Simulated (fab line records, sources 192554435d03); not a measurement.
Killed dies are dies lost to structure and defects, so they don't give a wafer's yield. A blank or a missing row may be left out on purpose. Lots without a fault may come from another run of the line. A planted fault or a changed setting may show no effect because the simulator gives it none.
Which tool did it? | flow n5_finfet | 8 lots, 24 wafers sampled, at 5 steps of a route of 1938

WHAT THE GAUGES READ, wafer by wafer
N5_BEOL_M4_RC_MEAS_101.
lot  | measured     | on        | IOFF_N (nA/um)
L370 | day 9 04:07  | prober-01 | 0.173 0.139 0.135
L371 | day 9 18:11  | prober-01 | 0.185 0.200 0.143
L373 | day 10 03:50 | prober-01 | 0.126 0.148 0.149
L374 | day 10 22:22 | prober-01 | 0.172 0.161 0.140
L379 | day 13 23:12 | prober-02 | 0.138 0.138 0.128
L380 | day 14 10:34 | prober-02 | 0.137 0.163 0.156
L386 | day 15 15:35 | prober-01 | 0.143 0.146 0.134
L392 | day 17 17:07 | prober-01 | 0.158 0.159 1.044

WHICH TOOL RAN EACH LOT (tool, then ch and the chambers of the sampled wafers, then the start)
lot  | N5_FIN_CUT_ETCH_20                | N5_FIN_CUT_ETCH_21                | N5_STI_FIN_REVEAL_ETCHBACK_08     | N5_STI_FIN_REVEAL_RECESS_09
L370 | rie_diel-01 ch 0,2,3, day 2 03:25 | rie_diel-01 ch 0,2,3, day 2 03:28 | rie_diel-05 ch 1,2,3, day 2 10:07 | vapor_etch-01 ch 0,1, day 2 10:24
L371 | rie_diel-01 ch 0,1,2, day 2 08:56 | rie_diel-01 ch 0,1,2, day 2 08:58 | rie_diel-05 ch 1,2,3, day 2 15:32 | vapor_etch-01 ch 0,1, day 2 15:47
L373 | rie_diel-06 ch 0,1, day 2 22:47   | rie_diel-06 ch 0,1, day 2 22:49   | rie_diel-02 ch 1,2,3, day 3 05:19 | vapor_etch-01 ch 0,1, day 3 05:35
L374 | rie_diel-06 ch 1,2,3, day 3 03:31 | rie_diel-06 ch 1,2,3, day 3 03:34 | rie_diel-05 ch 1,2, day 3 11:07   | vapor_etch-02 ch 0,1, day 3 11:53
L379 | rie_diel-01 ch 0,1,2, day 4 11:14 | rie_diel-01 ch 0,1,2, day 4 11:16 | rie_diel-05 ch 0,1,2, day 4 18:06 | vapor_etch-02 ch 0,1, day 4 18:21
L380 | rie_diel-01 ch 0,1,2, day 4 15:25 | rie_diel-01 ch 0,1,2, day 4 15:35 | rie_diel-02 ch 0,1,2, day 4 21:55 | vapor_etch-01 ch 0,1, day 4 22:41
L386 | rie_diel-03 ch 1,2, day 6 03:07   | rie_diel-03 ch 1,2, day 6 03:09   | rie_diel-02 ch 0,2,3, day 6 10:40 | vapor_etch-01 ch 0,1, day 6 11:26
L392 | rie_diel-06 ch 0,1,3, day 7 15:35 | rie_diel-06 ch 0,1,3, day 7 15:38 | rie_diel-02 ch 1,2,3, day 7 23:35 | vapor_etch-01 ch 0,1, day 8 00:23
- N5_FIN_CUT_ETCH_20: etches SiARC in CF4, target depth 26 nm, time 43.3 s.
- N5_FIN_CUT_ETCH_21: etches SOC in N2/H2, target depth 219 nm, overetch 43.8 nm, time 523.5 s.
- N5_STI_FIN_REVEAL_ETCHBACK_08: etches SiO2 in C4F6/O2, target depth 30.5 nm, time 10.167 s.
- N5_STI_FIN_REVEAL_RECESS_09: chemistry HF/NH3, target SiO2, afs cycles 11, target depth 42.5 nm, sublimation time 60 s.

THE ANSWER, worked out from the rows above alone
Rule: what is usual is taken from the lots themselves. Put in order of their means at a reading, lots are off if they are a third of the lots or fewer, leave a main group of 4 or more, and stand apart from it by a gap of 3 or more times the standard deviation of the main group's means; of several such gaps the widest counts. A main group whose means are all the same, to the digits that the tables above print for the reading, isn't used. A lot without any number at a reading at which 4 lots or more have one is off too. The other lots that the step has rows for count as sound.
Off: L392, at N5_BEOL_M4_RC_MEAS_101 (IOFF_N). The main group: mean 0.150 nA/um, standard deviation 0.013.
A tool fits if, at a process step before that reading, it ran every lot that is off, and no sound lot after the first of them. The gauges at N5_BEOL_M4_RC_MEAS_101 are tried like those tools. Can't be told from this: 4 tools fit, rie_diel-06 at N5_FIN_CUT_ETCH_20 and N5_FIN_CUT_ETCH_21, rie_diel-02 at N5_STI_FIN_REVEAL_ETCHBACK_08, vapor_etch-01 at N5_STI_FIN_REVEAL_RECESS_09, prober-01 at N5_BEOL_M4_RC_MEAS_101.

WHAT THE SIMULATOR HAD PUT IN
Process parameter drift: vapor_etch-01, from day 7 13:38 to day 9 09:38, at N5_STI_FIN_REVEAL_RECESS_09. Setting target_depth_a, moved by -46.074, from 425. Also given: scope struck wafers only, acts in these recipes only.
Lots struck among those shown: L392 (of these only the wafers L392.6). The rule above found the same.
